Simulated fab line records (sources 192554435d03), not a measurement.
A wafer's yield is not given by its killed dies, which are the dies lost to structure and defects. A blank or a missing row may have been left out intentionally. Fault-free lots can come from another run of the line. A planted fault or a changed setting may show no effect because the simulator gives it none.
fab line records | flow n5_finfet
[record] lots = 24 | wafers = 72 | last_day = 18
route steps=1938 shown SD_ACTIVATION@330 HKMG_FIN@420
lots untouched by any fault: they come from a run of this same line in which no faults occurred
start_h: start of the lot's first displayed wafer, in hours after the record's first day | wait_h: hours from the lot's prior step to this one | " repeats the value in the row above | L1.1+2: several wafers, shown together as one row | - value missing, or start not given | * or withheld: withheld | < > ~ a bound
route shown NAME@n: names a module that has steps shown in the file, with the first one's number in the route | usual: mean/standard deviation of fault-free wafers | same: alike in all rows | chamber/n: place in a boat | sites: per-site readings | _std_site: the standard deviation of these | _edge_site: outer sites' mean less inner sites' | radius_mm: for every site, how far away it sits from the centre of the wafer | mask NAME#n: copy n | behind: tool/chamber where the wafer was last shaped | hold: the reason the lot was held/the length of the hold in hours/how it ended | device: which transistor (n, p or np) failed to switch | end of line: the route-end tests of the same wafers | a step with no rows: only its recipe | killed: dies lost to structure and defects at the first sort, not the wafer's yield | map: a wafer's dies, x killed, . not, _ none there
set.NAME: the setting as run; set.NAME@STEP: as run at that earlier step | model.NAME: the simulator's own value behind a step, which no gauge read
one table for each step of the route and one row for each wafer, over a sample of lots
services: from which hour (start_h, from the record's first day; less than 0 if before it) a tool's chamber was out of use, for how many hours, and why
[[steps]]
[step N5_SD_ACTIVATION_RTA_00]
[recipe] temp_c = 975 | time_s = 0 | ambient = N2 | idle_temp_c = 600 | ramp_up_c_per_s = 150 | ramp_down_c_per_s = 60 | cool_to_c = 600
[usual] lamp_power_pct = 8.96/0.062 | lamp_zone_2_pct = 8.951/0.024 | wafer_temp_C_max = 975.1/1.9
lot.wafer | tool          | chamber | start_h | wait_h | lamp_power_pct | lamp_zone_2_pct | wafer_temp_C_max
L074.1    | rtp_anneal-01 | 0       | 62.15   | 0.0    | 8.99           | 8.952           | 974.1
L074.3    | "             | 0       | "       | "      | 8.97           | 8.938           | 974.1
L074.4    | "             | 0       | "       | "      | 8.96           | 8.939           | 973.1
L075.2    | rtp_anneal-01 | 0       | 64.46   | 0.2    | 8.98           | 8.957           | 976.8
L075.5    | "             | 0       | "       | "      | 8.99           | 8.982           | 975.0
L075.6    | "             | 0       | "       | "      | 9.00           | 8.937           | 974.0
L076.1    | rtp_anneal-01 | 0       | 69.48   | 0.0    | 9.05           | 8.963           | 976.6
L076.2    | "             | 0       | "       | "      | 8.94           | 8.960           | 976.4
L076.4    | "             | 0       | "       | "      | 9.03           | 8.977           | 976.4
L077.1    | rtp_anneal-01 | 0       | 75.96   | 0.1    | 8.94           | 8.935           | 977.3
L077.4    | "             | 0       | "       | "      | 8.94           | 8.979           | 973.1
L077.5    | "             | 0       | "       | "      | 9.01           | 8.985           | 974.3
L078.3    | rtp_anneal-01 | 0       | 82.81   | 0.1    | 8.95           | 8.980           | 976.8
L078.4    | "             | 0       | "       | "      | 8.98           | 8.929           | 976.8
L078.5    | "             | 0       | "       | "      | 8.88           | 8.910           | 974.4
L079.1    | rtp_anneal-01 | 0       | 86.36   | 0.1    | 8.95           | 8.940           | 975.5
L079.3    | "             | 0       | "       | "      | 8.81           | 8.971           | 973.1
L079.4    | "             | 0       | "       | "      | 8.94           | 8.959           | 976.1
L080.2    | rtp_anneal-02 | 0       | 96.38   | 0.1    | 8.97           | 8.940           | 973.6
L080.5    | "             | 0       | "       | "      | 8.93           | 8.950           | 972.0
L080.6    | "             | 0       | "       | "      | 8.99           | 8.966           | 974.9
L081.1    | rtp_anneal-01 | 0       | 101.14  | 0.0    | 9.07           | 8.937           | 973.8
L081.3    | "             | 0       | "       | "      | 8.97           | 8.957           | 976.8
L081.4    | "             | 0       | "       | "      | 9.04           | 8.938           | 977.7
L082.2    | rtp_anneal-02 | 0       | 107.56  | 0.1    | 8.92           | 8.960           | 976.5
L082.4    | "             | 0       | "       | "      | 8.97           | 8.918           | 974.8
L082.5    | "             | 0       | "       | "      | 8.89           | 8.970           | 976.1
L083.1    | rtp_anneal-02 | 0       | 115.87  | 0.0    | 9.01           | 8.955           | 976.4
L083.4    | "             | 0       | "       | "      | 8.87           | 8.905           | 971.4
L083.5    | "             | 0       | "       | "      | 8.92           | 8.978           | 975.3
L084.1    | rtp_anneal-01 | 0       | 119.93  | 0.0    | 8.94           | 8.958           | 975.7
L084.5    | "             | 0       | "       | "      | 8.83           | 8.966           | 976.7
L084.6    | "             | 0       | "       | "      | 9.00           | 8.924           | 972.7
L085.2    | rtp_anneal-01 | 0       | 129.18  | 0.1    | 8.95           | 8.924           | 975.3
L085.3    | "             | 0       | "       | "      | 8.95           | 8.940           | 976.7
L085.4    | "             | 0       | "       | "      | 8.92           | 8.986           | 975.0
L086.1    | rtp_anneal-02 | 0       | 132.57  | 0.0    | 8.91           | 8.957           | 972.3
L086.3    | "             | 0       | "       | "      | 9.00           | 8.924           | 975.3
L086.5    | "             | 0       | "       | "      | 8.96           | 8.939           | 976.8
L087.1    | rtp_anneal-01 | 0       | 139.33  | 0.3    | 9.04           | 8.936           | 974.8
L087.5    | "             | 0       | "       | "      | 8.91           | 8.946           | 973.2
L087.6    | "             | 0       | "       | "      | 9.02           | 8.960           | 976.5
L088.1    | rtp_anneal-01 | 0       | 142.19  | 0.5    | 9.09           | 8.970           | 974.5
L088.2    | "             | 0       | "       | "      | 9.08           | 8.973           | 974.7
L088.5    | "             | 0       | "       | "      | 8.95           | 8.927           | 972.4
L089.1    | rtp_anneal-02 | 0       | 148.83  | 0.0    | 9.08           | 8.955           | 976.9
L089.4    | "             | 0       | "       | "      | 9.03           | 8.925           | 972.8
L089.5    | "             | 0       | "       | "      | 8.87           | 8.926           | 972.8
L090.2    | rtp_anneal-01 | 0       | 154.90  | 0.3    | 9.06           | 8.917           | 973.8
L090.3    | "             | 0       | "       | "      | 9.00           | 8.971           | 976.3
L090.5    | "             | 0       | "       | "      | 8.97           | 8.933           | 978.0
L092.2    | rtp_anneal-02 | 0       | 167.69  | 0.1    | 8.92           | 8.921           | 975.2
L092.4    | "             | 0       | "       | "      | 9.01           | 8.999           | 976.3
L092.5    | "             | 0       | "       | "      | 8.95           | 8.904           | 972.8
L093.3    | rtp_anneal-02 | 0       | 175.23  | 0.1    | 9.01           | 8.917           | 974.0
L093.5    | "             | 0       | "       | "      | 9.06           | 8.936           | 976.6
L093.6    | "             | 0       | "       | "      | 9.05           | 8.961           | 973.9
L094.2    | rtp_anneal-02 | 0       | 176.88  | 0.1    | 9.00           | 8.967           | 976.6
L094.3    | "             | 0       | "       | "      | 9.04           | 8.967           | 976.6
L094.5    | "             | 0       | "       | "      | 9.00           | 8.961           | 975.5
L095.1    | rtp_anneal-01 | 0       | 184.22  | 0.0    | 8.91           | 8.943           | 973.5
L095.4    | "             | 0       | "       | "      | 9.00           | 8.962           | 977.9
L095.6    | "             | 0       | "       | "      | 8.98           | 8.984           | 975.0
L096.2    | rtp_anneal-01 | 0       | 192.19  | 0.1    | 8.99           | 8.939           | 974.9
L096.4    | "             | 0       | "       | "      | 8.93           | 8.953           | 973.2
L096.5    | "             | 0       | "       | "      | 8.96           | 8.972           | 977.0
L097.3    | rtp_anneal-01 | 0       | 196.54  | 0.1    | 8.94           | 8.977           | 977.1
L097.5    | "             | 0       | "       | "      | 9.04           | 8.933           | 974.4
L097.6    | "             | 0       | "       | "      | 8.97           | 8.926           | 974.8
L091.3    | rtp_anneal-02 | 0       | 199.50  | 0.1    | 8.98           | 8.914           | 974.7
L091.4    | "             | 0       | "       | "      | 8.93           | 8.989           | 974.7
L091.5    | "             | 0       | "       | "      | 9.02           | 8.967           | 976.0
[step N5_SD_ACTIVATION_RS_MEAS_03]
[recipe] thk_meas_gauge = four-point-probe
[usual] RS_SD_N = 21.89/0.27 | RS_SD_P = 56.0/0.87
lot.wafer | tool          | chamber | start_h | wait_h | RS_SD_N[ohm/sq] | RS_SD_P[ohm/sq]
L074.1    | film_metro-01 | -       | 62.55   | 0.2    | 22.02           | 54.7
L074.3    | "             | -       | "       | "      | 22.10           | 54.7
L074.4    | "             | -       | "       | "      | 22.38           | 54.9
L075.2    | film_metro-02 | -       | 64.86   | 0.2    | 21.94           | 57.3
L075.5    | "             | -       | "       | "      | 21.83           | 57.4
L075.6    | "             | -       | "       | "      | 21.64           | 56.6
L076.1    | film_metro-02 | -       | 69.88   | 0.2    | 21.87           | 57.1
L076.2    | "             | -       | "       | "      | 21.95           | 55.8
L076.4    | "             | -       | "       | "      | 21.65           | 55.9
L077.1    | film_metro-02 | -       | 76.38   | 0.2    | 22.07           | 56.8
L077.4    | "             | -       | "       | "      | 21.99           | 55.3
L077.5    | "             | -       | "       | "      | 22.43           | 56.9
L078.3    | film_metro-01 | -       | 83.20   | 0.2    | 22.23           | 56.4
L078.4    | "             | -       | "       | "      | 22.22           | 56.5
L078.5    | "             | -       | "       | "      | 22.81           | 55.3
L079.1    | film_metro-01 | -       | 86.76   | 0.2    | 21.74           | 55.5
L079.3    | "             | -       | "       | "      | 22.01           | 55.3
L079.4    | "             | -       | "       | "      | 21.94           | 55.5
L080.2    | film_metro-01 | -       | 96.77   | 0.2    | 21.85           | 55.7
L080.5    | "             | -       | "       | "      | 22.31           | 56.4
L080.6    | "             | -       | "       | "      | 21.94           | 55.7
L081.1    | film_metro-02 | -       | 101.54  | 0.2    | 21.62           | 56.7
L081.3    | "             | -       | "       | "      | 21.94           | 56.9
L081.4    | "             | -       | "       | "      | 21.79           | 56.5
L082.2    | film_metro-01 | -       | 107.96  | 0.2    | 21.48           | 54.7
L082.4    | "             | -       | "       | "      | 21.40           | 54.1
L082.5    | "             | -       | "       | "      | 21.57           | 54.8
L083.1    | film_metro-02 | -       | 116.27  | 0.2    | 21.98           | 57.8
L083.4    | "             | -       | "       | "      | 21.71           | 58.0
L083.5    | "             | -       | "       | "      | 21.84           | 57.7
L084.1    | film_metro-01 | -       | 120.33  | 0.2    | 21.66           | 55.1
L084.5    | "             | -       | "       | "      | 21.47           | 55.5
L084.6    | "             | -       | "       | "      | 21.86           | 55.4
L085.2    | film_metro-02 | -       | 129.59  | 0.2    | 21.93           | 54.9
L085.3    | "             | -       | "       | "      | 21.55           | 55.6
L085.4    | "             | -       | "       | "      | 21.83           | 55.9
L086.1    | film_metro-02 | -       | 132.97  | 0.2    | 22.22           | 55.6
L086.3    | "             | -       | "       | "      | 22.05           | 54.5
L086.5    | "             | -       | "       | "      | 21.83           | 54.6
L087.1    | film_metro-01 | -       | 139.92  | 0.2    | 21.62           | 57.8
L087.5    | "             | -       | "       | "      | 21.96           | 56.2
L087.6    | "             | -       | "       | "      | 21.68           | 56.5
L088.1    | film_metro-01 | -       | 142.59  | 0.2    | 21.39           | 56.8
L088.2    | "             | -       | "       | "      | 21.60           | 56.2
L088.5    | "             | -       | "       | "      | 21.71           | 56.6
L089.1    | film_metro-01 | -       | 149.23  | 0.2    | 22.00           | 54.2
L089.4    | "             | -       | "       | "      | 22.43           | 54.3
L089.5    | "             | -       | "       | "      | 22.06           | 55.0
L090.2    | film_metro-01 | -       | 155.29  | 0.2    | 21.95           | 55.0
L090.3    | "             | -       | "       | "      | 21.68           | 55.0
L090.5    | "             | -       | "       | "      | 22.07           | 55.5
L092.2    | film_metro-02 | -       | 168.10  | 0.2    | 21.67           | 55.5
L092.4    | "             | -       | "       | "      | 22.03           | 55.7
L092.5    | "             | -       | "       | "      | 21.71           | 55.7
L093.3    | film_metro-02 | -       | 175.63  | 0.2    | 21.85           | 55.5
L093.5    | "             | -       | "       | "      | 21.88           | 56.2
L093.6    | "             | -       | "       | "      | 21.64           | 56.5
L094.2    | film_metro-01 | -       | 177.27  | 0.2    | 22.33           | 57.1
L094.3    | "             | -       | "       | "      | 22.24           | 57.4
L094.5    | "             | -       | "       | "      | 22.00           | 56.7
L095.1    | film_metro-02 | -       | 184.63  | 0.2    | 21.87           | 55.5
L095.4    | "             | -       | "       | "      | 21.65           | 55.5
L095.6    | "             | -       | "       | "      | 21.76           | 55.6
L096.2    | film_metro-02 | -       | 192.58  | 0.2    | 22.28           | 56.7
L096.4    | "             | -       | "       | "      | 22.50           | 56.8
L096.5    | "             | -       | "       | "      | 22.31           | 56.4
L097.3    | film_metro-01 | -       | 196.92  | 0.2    | 21.64           | 56.1
L097.5    | "             | -       | "       | "      | 21.85           | 55.4
L097.6    | "             | -       | "       | "      | 21.67           | 55.5
L091.3    | film_metro-02 | -       | 199.90  | 0.2    | 21.85           | 54.9
L091.4    | "             | -       | "       | "      | 21.98           | 55.5
L091.5    | "             | -       | "       | "      | 21.91           | 55.2
[step N5_HKMG_FIN_THK_MEAS_70]
[recipe] thk_meas_gauge = xrf | reads = HfO2_of_HKMG_FIN_HK_ALD_01
[usual] HK_THK = 1.582/0.017
lot.wafer | tool          | chamber | start_h | wait_h | HK_THK[nm]
L074.1    | film_metro-01 | -       | 77.99   | 0.2    | 1.584
L074.3    | "             | -       | "       | "      | 1.578
L074.4    | "             | -       | "       | "      | 1.577
L075.2    | film_metro-02 | -       | 80.62   | 0.2    | 1.550
L075.5    | "             | -       | "       | "      | 1.587
L075.6    | "             | -       | "       | "      | 1.551
L076.1    | film_metro-02 | -       | 85.53   | 0.2    | 1.625
L076.2    | "             | -       | "       | "      | 1.572
L076.4    | "             | -       | "       | "      | 1.597
L077.1    | film_metro-01 | -       | 92.71   | 0.2    | 1.577
L077.4    | "             | -       | "       | "      | 1.596
L077.5    | "             | -       | "       | "      | 1.575
L078.3    | film_metro-01 | -       | 98.59   | 0.2    | 1.582
L078.4    | "             | -       | "       | "      | 1.590
L078.5    | "             | -       | "       | "      | 1.572
L079.1    | film_metro-02 | -       | 103.22  | 0.2    | 1.589
L079.3    | "             | -       | "       | "      | 1.588
L079.4    | "             | -       | "       | "      | 1.608
L080.2    | film_metro-01 | -       | 112.82  | 0.2    | 1.571
L080.5    | "             | -       | "       | "      | 1.572
L080.6    | "             | -       | "       | "      | 1.558
L081.1    | film_metro-02 | -       | 116.86  | 0.2    | 1.623
L081.3    | "             | -       | "       | "      | 1.552
L081.4    | "             | -       | "       | "      | 1.600
L082.2    | film_metro-02 | -       | 123.14  | 0.2    | 1.599
L082.4    | "             | -       | "       | "      | 1.591
L082.5    | "             | -       | "       | "      | 1.596
L083.1    | film_metro-01 | -       | 131.42  | 0.2    | 1.576
L083.4    | "             | -       | "       | "      | 1.567
L083.5    | "             | -       | "       | "      | 1.564
L084.1    | film_metro-01 | -       | 136.85  | 0.2    | 1.586
L084.5    | "             | -       | "       | "      | 1.576
L084.6    | "             | -       | "       | "      | 1.579
L085.2    | film_metro-01 | -       | 145.28  | 0.2    | 1.578
L085.3    | "             | -       | "       | "      | 1.610
L085.4    | "             | -       | "       | "      | 1.586
L086.1    | film_metro-01 | -       | 148.96  | 0.2    | 1.589
L086.3    | "             | -       | "       | "      | 1.564
L086.5    | "             | -       | "       | "      | 1.589
L087.1    | film_metro-02 | -       | 155.59  | 0.2    | 1.584
L087.5    | "             | -       | "       | "      | 1.617
L087.6    | "             | -       | "       | "      | 1.577
L088.1    | film_metro-01 | -       | 158.09  | 0.2    | 1.589
L088.2    | "             | -       | "       | "      | 1.592
L088.5    | "             | -       | "       | "      | 1.580
L089.1    | film_metro-01 | -       | 164.96  | 0.2    | 1.568
L089.4    | "             | -       | "       | "      | 1.590
L089.5    | "             | -       | "       | "      | 1.580
L090.2    | film_metro-01 | -       | 171.04  | 0.2    | 1.591
L090.3    | "             | -       | "       | "      | 1.597
L090.5    | "             | -       | "       | "      | 1.595
L092.2    | film_metro-01 | -       | 184.51  | 0.2    | 1.567
L092.4    | "             | -       | "       | "      | 1.588
L092.5    | "             | -       | "       | "      | 1.591
L093.3    | film_metro-02 | -       | 191.92  | 0.2    | 1.584
L093.5    | "             | -       | "       | "      | 1.562
L093.6    | "             | -       | "       | "      | 1.615
L094.2    | film_metro-01 | -       | 193.92  | 0.2    | 1.579
L094.3    | "             | -       | "       | "      | 1.569
L094.5    | "             | -       | "       | "      | 1.557
L095.1    | film_metro-01 | -       | 200.33  | 0.2    | 1.564
L095.4    | "             | -       | "       | "      | 1.555
L095.6    | "             | -       | "       | "      | 1.581
L096.2    | film_metro-01 | -       | 208.65  | 0.2    | 1.586
L096.4    | "             | -       | "       | "      | 1.588
L096.5    | "             | -       | "       | "      | 1.573
L097.3    | film_metro-02 | -       | 212.83  | 0.2    | 1.575
L097.5    | "             | -       | "       | "      | 1.605
L097.6    | "             | -       | "       | "      | 1.572
L091.3    | film_metro-01 | -       | 215.35  | 0.2    | 1.590
L091.4    | "             | -       | "       | "      | 1.557
L091.5    | "             | -       | "       | "      | 1.556
[step N5_HKMG_FIN_OVL_MEAS_13]
[recipe] points_per_wafer = 44
[usual] NWFM_OVL = -0.3/0.67
lot.wafer | tool       | chamber | start_h | wait_h | NWFM_OVL[nm]
L074.1    | overlay-01 | 0       | 78.90   | 0.0    | -1.2
L074.3    | "          | 0       | "       | "      | -0.9
L074.4    | "          | 0       | "       | "      | -1.3
L075.2    | overlay-01 | 0       | 81.53   | 0.0    | 1.1
L075.5    | "          | 0       | "       | "      | 1.3
L075.6    | "          | 0       | "       | "      | -0.4
L076.1    | overlay-02 | 0       | 86.43   | 0.0    | -0.4
L076.2    | "          | 0       | "       | "      | -0.3
L076.4    | "          | 0       | "       | "      | 0.5
L077.1    | overlay-02 | 0       | 93.62   | 0.0    | 0.0
L077.4    | "          | 0       | "       | "      | -0.6
L077.5    | "          | 0       | "       | "      | -0.4
L078.3    | overlay-02 | 0       | 99.49   | 0.0    | 0.5
L078.4    | "          | 0       | "       | "      | 0.4
L078.5    | "          | 0       | "       | "      | 0.5
L079.1    | overlay-01 | 0       | 104.12  | 0.0    | 0.1
L079.3    | "          | 0       | "       | "      | 1.3
L079.4    | "          | 0       | "       | "      | 0.1
L080.2    | overlay-02 | 0       | 113.73  | 0.0    | 0.0
L080.5    | "          | 0       | "       | "      | -1.4
L080.6    | "          | 0       | "       | "      | -0.2
L081.1    | overlay-02 | 0       | 117.76  | 0.0    | -0.3
L081.3    | "          | 0       | "       | "      | -0.1
L081.4    | "          | 0       | "       | "      | -0.6
L082.2    | overlay-01 | 0       | 123.91  | 0.0    | -0.1
L082.4    | "          | 0       | "       | "      | 0.1
L082.5    | "          | 0       | "       | "      | -0.6
L083.1    | overlay-02 | 0       | 132.20  | 0.0    | 0.7
L083.4    | "          | 0       | "       | "      | -0.2
L083.5    | "          | 0       | "       | "      | 1.0
L084.1    | overlay-02 | 0       | 137.63  | 0.0    | -0.6
L084.5    | "          | 0       | "       | "      | -0.9
L084.6    | "          | 0       | "       | "      | -1.3
L085.2    | overlay-02 | 0       | 146.18  | 0.0    | -0.4
L085.3    | "          | 0       | "       | "      | -0.4
L085.4    | "          | 0       | "       | "      | -0.2
L086.1    | overlay-02 | 0       | 149.86  | 0.0    | 0.2
L086.3    | "          | 0       | "       | "      | -0.3
L086.5    | "          | 0       | "       | "      | 0.5
L087.1    | overlay-02 | 0       | 156.37  | 0.0    | -0.1
L087.5    | "          | 0       | "       | "      | 0.4
L087.6    | "          | 0       | "       | "      | -0.6
L088.1    | overlay-02 | 0       | 158.99  | 0.0    | 0.7
L088.2    | "          | 0       | "       | "      | 0.4
L088.5    | "          | 0       | "       | "      | 0.5
L089.1    | overlay-01 | 0       | 165.86  | 0.0    | -0.2
L089.4    | "          | 0       | "       | "      | -1.0
L089.5    | "          | 0       | "       | "      | -0.4
L090.2    | overlay-02 | 0       | 171.95  | 0.0    | -1.4
L090.3    | "          | 0       | "       | "      | -1.4
L090.5    | "          | 0       | "       | "      | -0.7
L092.2    | overlay-02 | 0       | 185.41  | 0.0    | -2.1
L092.4    | "          | 0       | "       | "      | -0.8
L092.5    | "          | 0       | "       | "      | -0.8
L093.3    | overlay-02 | 0       | 192.70  | 0.0    | 0.5
L093.5    | "          | 0       | "       | "      | -0.4
L093.6    | "          | 0       | "       | "      | 0.9
L094.2    | overlay-02 | 0       | 194.69  | 0.0    | -1.5
L094.3    | "          | 0       | "       | "      | -0.8
L094.5    | "          | 0       | "       | "      | -1.1
L095.1    | overlay-01 | 0       | 201.23  | 0.0    | -0.2
L095.4    | "          | 0       | "       | "      | -0.4
L095.6    | "          | 0       | "       | "      | 0.4
L096.2    | overlay-02 | 0       | 209.55  | 0.0    | 0.0
L096.4    | "          | 0       | "       | "      | 0.0
L096.5    | "          | 0       | "       | "      | 0.3
L097.3    | overlay-01 | 0       | 213.73  | 0.0    | 0.4
L097.5    | "          | 0       | "       | "      | -0.1
L097.6    | "          | 0       | "       | "      | 0.6
L091.3    | overlay-01 | 0       | 216.25  | 0.0    | 0.8
L091.4    | "          | 0       | "       | "      | -0.5
L091.5    | "          | 0       | "       | "      | -0.8
[step N5_HKMG_FIN_W_FILL_22]
[recipe] material = W | target_thk_a = 600 | temp_c = 400 | pressure_torr = 39.4 | time_s = 18.2
[usual] heater_power_w = 868/48 | throttle_valve_pct = 19.49/0.27
lot.wafer | tool     | chamber | start_h | wait_h | heater_power_w | throttle_valve_pct
L074.1    | cvd_w-01 | 1       | 82.98   | 0.0    | 877            | 19.75
L074.3    | "        | 0       | "       | "      | 857            | 19.30
L074.4    | "        | 1       | "       | "      | 892            | 19.86
L075.2    | cvd_w-02 | 1       | 85.51   | 0.0    | 744            | 19.01
L075.5    | "        | 1       | "       | "      | 775            | 19.20
L075.6    | "        | 0       | "       | "      | 895            | 19.38
L076.1    | cvd_w-01 | 0       | 90.05   | 0.0    | 835            | 19.49
L076.2    | "        | 1       | "       | "      | 891            | 19.58
L076.4    | "        | 0       | "       | "      | 838            | 19.35
L077.1    | cvd_w-01 | 1       | 97.27   | 0.0    | 866            | 19.61
L077.4    | "        | 0       | "       | "      | 877            | 19.32
L077.5    | "        | 0       | "       | "      | 854            | 19.38
L078.3    | cvd_w-02 | 1       | 103.38  | 0.0    | 771            | 19.16
L078.4    | "        | 0       | "       | "      | 898            | 19.37
L078.5    | "        | 0       | "       | "      | 923            | 19.38
L079.1    | cvd_w-02 | 1       | 107.86  | 0.0    | 769            | 19.06
L079.3    | "        | 1       | "       | "      | 759            | 18.89
L079.4    | "        | 0       | "       | "      | 904            | 19.43
L080.2    | cvd_w-01 | 0       | 117.52  | 0.0    | 851            | 19.32
L080.5    | "        | 0       | "       | "      | 861            | 19.31
L080.6    | "        | 1       | "       | "      | 871            | 19.77
L081.1    | cvd_w-01 | 0       | 121.38  | 0.0    | 860            | 19.38
L081.3    | "        | 0       | "       | "      | 854            | 19.63
L081.4    | "        | 1       | "       | "      | 892            | 19.51
L082.2    | cvd_w-01 | 1       | 127.61  | 0.0    | 892            | 19.43
L082.4    | "        | 0       | "       | "      | 849            | 19.24
L082.5    | "        | 0       | "       | "      | 850            | 19.29
L083.1    | cvd_w-01 | 0       | 136.20  | 0.0    | 863            | 19.38
L083.4    | "        | 1       | "       | "      | 885            | 19.80
L083.5    | "        | 0       | "       | "      | 835            | 19.02
L084.1    | cvd_w-01 | 1       | 141.56  | 0.0    | 862            | 19.61
L084.5    | "        | 0       | "       | "      | 867            | 19.47
L084.6    | "        | 1       | "       | "      | 883            | 19.82
L085.2    | cvd_w-02 | 0       | 150.11  | 0.0    | 935            | 19.13
L085.3    | "        | 1       | "       | "      | 761            | 19.17
L085.4    | "        | 0       | "       | "      | 914            | 19.26
L086.1    | cvd_w-01 | 1       | 153.60  | 0.0    | 886            | 19.73
L086.3    | "        | 1       | "       | "      | 895            | 19.54
L086.5    | "        | 0       | "       | "      | 865            | 19.61
L087.1    | cvd_w-01 | 0       | 160.13  | 0.0    | 859            | 19.27
L087.5    | "        | 1       | "       | "      | 889            | 19.71
L087.6    | "        | 0       | "       | "      | 859            | 19.57
L088.1    | cvd_w-02 | 1       | 162.66  | 0.0    | 754            | 19.04
L088.2    | "        | 0       | "       | "      | 932            | 19.39
L088.5    | "        | 1       | "       | "      | 766            | 19.44
L089.1    | cvd_w-02 | 0       | 169.63  | 0.0    | 906            | 19.20
L089.4    | "        | 1       | "       | "      | 755            | 19.28
L089.5    | "        | 0       | "       | "      | 929            | 19.40
L090.2    | cvd_w-01 | 1       | 175.68  | 0.0    | 874            | 19.68
L090.3    | "        | 0       | "       | "      | 872            | 19.61
L090.5    | "        | 0       | "       | "      | 855            | 19.51
L092.2    | cvd_w-02 | 0       | 189.46  | 0.1    | 928            | 19.50
L092.4    | "        | 0       | "       | "      | 905            | 19.33
L092.5    | "        | 0       | "       | "      | 952            | 19.43
L093.3    | cvd_w-02 | 0       | 196.60  | 0.1    | 921            | 19.37
L093.5    | "        | 0       | "       | "      | 912            | 19.12
L093.6    | "        | 0       | "       | "      | 929            | 19.47
L094.2    | cvd_w-01 | 0       | 198.73  | 0.0    | 853            | 19.34
L094.3    | "        | 1       | "       | "      | 868            | 19.67
L094.5    | "        | 0       | "       | "      | 867            | 19.62
L095.1    | cvd_w-01 | 1       | 204.91  | 0.1    | 879            | 19.80
L095.4    | "        | 1       | "       | "      | 886            | 20.08
L095.6    | "        | 1       | "       | "      | 883            | 20.12
L096.2    | cvd_w-01 | 1       | 213.43  | 0.1    | 892            | 19.82
L096.4    | "        | 1       | "       | "      | 880            | 19.78
L096.5    | "        | 1       | "       | "      | 889            | 19.51
L097.3    | cvd_w-01 | 0       | 217.82  | 0.0    | 861            | 19.47
L097.5    | "        | 0       | "       | "      | 847            | 19.59
L097.6    | "        | 1       | "       | "      | 875            | 19.77
L091.3    | cvd_w-01 | 1       | 219.92  | 0.0    | 885            | 19.74
L091.4    | "        | 0       | "       | "      | 852            | 19.63
L091.5    | "        | 1       | "       | "      | 876            | 19.95
[step N5_HKMG_FIN_INSPECT_28]
[recipe] inspect_instrument = darkfield | mode = post_cmp
[usual] raw_defect_count = 42/16
lot.wafer | tool              | chamber | start_h | wait_h | raw_defect_count
L074.1    | defect_inspect-01 | -       | 83.80   | 0.0    | 67
L074.3    | "                 | -       | "       | "      | 44
L074.4    | "                 | -       | "       | "      | 30
L075.2    | defect_inspect-01 | -       | 86.33   | 0.0    | 25
L075.5    | "                 | -       | "       | "      | 50
L075.6    | "                 | -       | "       | "      | 22
L076.1    | defect_inspect-01 | -       | 90.93   | 0.0    | 44
L076.2    | "                 | -       | "       | "      | 25
L076.4    | "                 | -       | "       | "      | 60
L077.1    | defect_inspect-01 | -       | 98.09   | 0.0    | 43
L077.4    | "                 | -       | "       | "      | 46
L077.5    | "                 | -       | "       | "      | 51
L078.3    | defect_inspect-02 | -       | 104.19  | 0.0    | 37
L078.4    | "                 | -       | "       | "      | 72
L078.5    | "                 | -       | "       | "      | 56
L079.1    | defect_inspect-02 | -       | 108.67  | 0.0    | 51
L079.3    | "                 | -       | "       | "      | 41
L079.4    | "                 | -       | "       | "      | 47
L080.2    | defect_inspect-01 | -       | 118.34  | 0.0    | 50
L080.5    | "                 | -       | "       | "      | 51
L080.6    | "                 | -       | "       | "      | 38
L081.1    | defect_inspect-02 | -       | 122.20  | 0.0    | 46
L081.3    | "                 | -       | "       | "      | 24
L081.4    | "                 | -       | "       | "      | 38
L082.2    | defect_inspect-01 | -       | 128.44  | 0.0    | 40
L082.4    | "                 | -       | "       | "      | 41
L082.5    | "                 | -       | "       | "      | 29
L083.1    | defect_inspect-01 | -       | 137.02  | 0.0    | 24
L083.4    | "                 | -       | "       | "      | 53
L083.5    | "                 | -       | "       | "      | 43
L084.1    | defect_inspect-01 | -       | 142.37  | 0.0    | 40
L084.5    | "                 | -       | "       | "      | 37
L084.6    | "                 | -       | "       | "      | 39
L085.2    | defect_inspect-01 | -       | 150.93  | 0.0    | 36
L085.3    | "                 | -       | "       | "      | 27
L085.4    | "                 | -       | "       | "      | 34
L086.1    | defect_inspect-02 | -       | 154.43  | 0.0    | 58
L086.3    | "                 | -       | "       | "      | 25
L086.5    | "                 | -       | "       | "      | 51
L087.1    | defect_inspect-02 | -       | 161.08  | 0.0    | 30
L087.5    | "                 | -       | "       | "      | 52
L087.6    | "                 | -       | "       | "      | 48
L088.1    | defect_inspect-01 | -       | 163.49  | 0.0    | 27
L088.2    | "                 | -       | "       | "      | 38
L088.5    | "                 | -       | "       | "      | 81
L089.1    | defect_inspect-01 | -       | 170.45  | 0.0    | 25
L089.4    | "                 | -       | "       | "      | 34
L089.5    | "                 | -       | "       | "      | 31
L090.2    | defect_inspect-02 | -       | 176.57  | 0.0    | 59
L090.3    | "                 | -       | "       | "      | 60
L090.5    | "                 | -       | "       | "      | 32
L092.2    | defect_inspect-01 | -       | 190.30  | 0.0    | 10
L092.4    | "                 | -       | "       | "      | 25
L092.5    | "                 | -       | "       | "      | 22
L093.3    | defect_inspect-02 | -       | 197.44  | 0.0    | 33
L093.5    | "                 | -       | "       | "      | 40
L093.6    | "                 | -       | "       | "      | 40
L094.2    | defect_inspect-01 | -       | 199.55  | 0.0    | 25
L094.3    | "                 | -       | "       | "      | 44
L094.5    | "                 | -       | "       | "      | 50
L095.1    | defect_inspect-01 | -       | 205.76  | 0.0    | 38
L095.4    | "                 | -       | "       | "      | 21
L095.6    | "                 | -       | "       | "      | 45
L096.2    | defect_inspect-02 | -       | 214.27  | 0.0    | 50
L096.4    | "                 | -       | "       | "      | 40
L096.5    | "                 | -       | "       | "      | 54
L097.3    | defect_inspect-02 | -       | 218.63  | 0.0    | 26
L097.5    | "                 | -       | "       | "      | 39
L097.6    | "                 | -       | "       | "      | 25
L091.3    | defect_inspect-02 | -       | 220.74  | 0.0    | 57
L091.4    | "                 | -       | "       | "      | 53
L091.5    | "                 | -       | "       | "      | 50
[[services]]
tool     | chamber | start_h | hours | kind
cvd_w-01 | -       | 46.80   | 5.4   | repair
cvd_w-02 | 0       | 120.33  | 5.9   | repair
cvd_w-01 | 0       | 138.05  | 2.5   | repair
cvd_w-01 | 0       | 160.25  | 3.6   | repair
cvd_w-02 | 1       | 184.36  | 27.5  | repair
cvd_w-01 | 0       | 200.18  | 13.6  | repair
[[key]]
fault none
